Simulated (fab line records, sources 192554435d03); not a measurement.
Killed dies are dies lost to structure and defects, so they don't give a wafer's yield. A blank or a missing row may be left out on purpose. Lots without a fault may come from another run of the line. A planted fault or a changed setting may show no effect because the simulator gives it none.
Chamber matching | flow n5_finfet | N5_FIN_SAQP_MANDREL_ETCH_58 on rie_si-03: 4 sister chambers
The step etches a-Si in HBr/Cl2, stops on SiNx, target depth 45 nm, bt time 10 s, time 27 s. 14 wafers are shown with their chamber, then 7 later ones without.

WAFERS WITH THEIR CHAMBER
wafer  | chamber | throttle_valve_pct (%) | drypump_motor_current_A (A) | oes_product_au (a.u.)
L077.2 | 0       | 35.3                   | 5.6                         | 0.679
L077.4 | 2       | 35.5                   | 5.9                         | 0.707
L077.5 | 0       | 35.2                   | 5.6                         | 0.694
L081.3 | 3       | 35.5                   | 6.4                         | 0.737
L081.5 | 0       | 35.3                   | 5.6                         | 0.699
L081.6 | 1       | 36.1                   | 6.1                         | 0.684
L082.4 | 3       | 35.5                   | 6.3                         | 0.724
L082.5 | 1       | 36.1                   | 6.2                         | 0.712
L082.6 | 2       | 35.5                   | 5.9                         | 0.712
L083.4 | 1       | 36.1                   | 6.2                         | 0.689
L083.5 | 2       | 35.5                   | 5.9                         | 0.701
L083.6 | 1       | 36.1                   | 6.1                         | 0.681
L092.2 | 0       | 35.3                   | 5.6                         | 0.669
L092.3 | 1       | 36.1                   | 6.2                         | 0.688

SIGNATURES (means of the wafers above)
reading                 | chamber 0 | chamber 1 | chamber 2 | chamber 3 | scatter within a chamber
throttle_valve_pct      | 35.275    | 36.100    | 35.500    | 35.500    | 0.0274
drypump_motor_current_A | 5.600     | 6.160     | 5.900     | 6.350     | 0.0412
oes_product_au          | 0.68525   | 0.69080   | 0.70667   | 0.73050   | 0.0115
Rule: a wafer's distance from a chamber is the root of the sum, over the readings, of the square of ((its reading less the chamber's mean) divided by the reading's scatter). The wafer belongs to the nearest chamber; if the next one is less than 2 further off, it can't be placed. The scatter: the root of (the sum of the squares of (reading less its chamber's mean) over the shown wafers, divided by (wafers less chambers)).

WAFERS WITHOUT THEIR CHAMBER
wafer  | throttle_valve_pct (%) | drypump_motor_current_A (A) | oes_product_au (a.u.)
L092.6 | 35.5                   | 6.3                         | 0.716
L093.2 | 36.1                   | 6.1                         | 0.689
L093.3 | 35.5                   | 5.9                         | 0.703
L093.5 | 35.5                   | 6.3                         | 0.722
L095.1 | 35.3                   | 5.6                         | 0.683
L095.4 | 35.5                   | 6.4                         | 0.727
L095.5 | 35.5                   | 6.4                         | 0.723

WHICH CHAMBER EACH WENT THROUGH
wafer  | from the rows above | in truth
L092.6 | 3                   | 3
L093.2 | 1                   | 1
L093.3 | 2                   | 2
L093.5 | 3                   | 3
L095.1 | 0                   | 0
L095.4 | 3                   | 3
L095.5 | 3                   | 3
Placed correctly: 7 of 7. Can't be placed from these rows: 0. Placed wrongly: 0.
